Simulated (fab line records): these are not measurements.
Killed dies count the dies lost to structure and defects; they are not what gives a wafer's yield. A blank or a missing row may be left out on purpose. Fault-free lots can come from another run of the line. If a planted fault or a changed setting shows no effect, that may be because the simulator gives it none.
Which tool is to blame? ; flow n5-finfet ; Sampling: 10 lots, 30 wafers, 2 of 1938 route steps

## WHAT THE GAUGES SHOWED, per wafer
N5_BEOL_M10_INSPECT_30: inspects for defects (brightfield).
lot;measured;on;raw-defect-count
L244;day 10 02:03;defect-inspect-02;332 312 483
L243;day 10 02:47;defect-inspect-02;508 326 275
L245;day 10 10:25;defect-inspect-01;443 403 437
L253;day 12 13:55;defect-inspect-02;263 232 230
L256;day 13 15:19;defect-inspect-02;532 367 370
L258;day 14 13:25;defect-inspect-01;515 379 582
L264;day 15 19:20;defect-inspect-01;364 439 293
L263;day 16 05:04;defect-inspect-01;462 348 498
L266;day 16 08:13;defect-inspect-02;241 238 344
L265;day 16 18:51;defect-inspect-02;458 522 476

## EACH LOT AND THE TOOL THAT RAN IT (in order: tool; ch and the chambers of the sampled wafers; start)
lot;N5_BEOL_M10_STRIP_19
L244;rie-diel-04 ch 0,1,3, day 10 01:38
L243;rie-diel-05 ch 1,3, day 10 02:13
L245;rie-diel-02 ch 0,1,3, day 10 08:21
L253;rie-diel-02 ch 1,2,3, day 12 12:06
L256;rie-diel-04 ch 0,1,2, day 13 14:50
L258;rie-diel-04 ch 1,2,3, day 14 13:00
L264;rie-diel-05 ch 0,1, day 15 17:23
L263;rie-diel-02 ch 1,2, day 16 03:31
L266;rie-diel-02 ch 2,3, day 16 06:39
L265;rie-diel-02 ch 1,2,3, day 16 17:37
- N5_BEOL_M10_STRIP_19: strips in O2.

## THE ANSWER, worked out from the rows above alone
Rule: the lots themselves supply what counts as usual. Put in order of their means at a reading, lots are off if they are a third of the lots or fewer, leave a main group of 4 or more, and stand apart from it by a gap of 3 or more times the standard deviation of the main group's means; of several such gaps the widest counts. A main group whose means are all the same, to the digits that the tables above print for the reading, isn't used. Also off: a lot with no number at a reading for which 4 or more lots have one. Where the step has rows for the other lots, those lots are counted as sound.
No lot is off on any of the readings shown, so nothing can be concluded from this.

## WHAT HAD BEEN PUT IN BY THE SIMULATOR
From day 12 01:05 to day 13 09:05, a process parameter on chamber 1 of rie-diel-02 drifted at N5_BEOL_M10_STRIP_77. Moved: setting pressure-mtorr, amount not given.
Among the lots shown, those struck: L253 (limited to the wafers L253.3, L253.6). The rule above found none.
